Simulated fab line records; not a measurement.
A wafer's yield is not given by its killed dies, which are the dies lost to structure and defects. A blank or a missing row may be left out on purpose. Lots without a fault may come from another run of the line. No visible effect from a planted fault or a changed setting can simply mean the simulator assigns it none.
Matching of chambers    flow nandHarc    pecvd-04 running NHARC_A_CHANNEL_HOLE_D1_DEP_01: 3 sister chambers
The step deposits SiON, target thk 140 nm. 16 wafers are shown with their chamber, then 8 later ones without.

## EACH WAFER AND ITS CHAMBER
wafer   chamber  heaterPowerW (W)  susceptorTempC (C)
L074.1  2        681               399.69
L074.3  1        694               399.96
L074.5  1        691               399.95
L078.1  1        629               399.89
L078.3  2        628               399.96
L078.6  0        778               400.11
L079.1  0        763               399.84
L079.2  2        597               400.16
L079.4  2        624               400.34
L082.1  2        742               400.12
L082.2  0        731               400.13
L082.5  1        661               399.88
L087.1  0        775               399.87
L087.4  2        654               400.11
L087.5  0        748               399.71
L088.1  2        609               400.18

SIGNATURES, as means of the wafers listed above
reading         chamber 0  chamber 1  chamber 2  scatter within a chamber
heaterPowerW    759.00     668.75     647.86     38.6
susceptorTempC  399.9320   399.9200   400.0800   0.173
Rule: for a wafer and a chamber, the distance is found by dividing, reading by reading, the gap between the wafer's reading and the chamber's mean by the reading's scatter, squaring, summing and taking the root. The wafer belongs to the nearest chamber; if the next one is less than 2 further off, it can't be placed. The scatter: the root of (the sum of the squares of (reading less its chamber's mean) over the shown wafers, divided by (wafers less chambers)).

## WAFERS WITHOUT THEIR CHAMBER
wafer   heaterPowerW (W)  susceptorTempC (C)
L088.4  619               400.14
L088.6  749               400.00
L091.4  654               400.19
L091.5  721               400.41
L091.6  690               400.06
L095.1  647               400.09
L095.3  568               400.12
L095.6  650               400.06

## EACH ONE'S CHAMBER
wafer   from the rows above           in truth
L088.4  can't be placed: 2 or 1       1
L088.6  can't be placed: 0 or 1       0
L091.4  can't be placed: 2 or 1       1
L091.5  can't be placed: 2 or 0 or 1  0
L091.6  can't be placed: 1 or 2 or 0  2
L095.1  can't be placed: 2 or 1       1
L095.3  can't be placed: 2 or 1       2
L095.6  can't be placed: 2 or 1       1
Correctly placed: 0 of 8. From these rows, 8 cannot be placed; in 8 the true chamber is one of the candidates. Wrongly placed: 0.
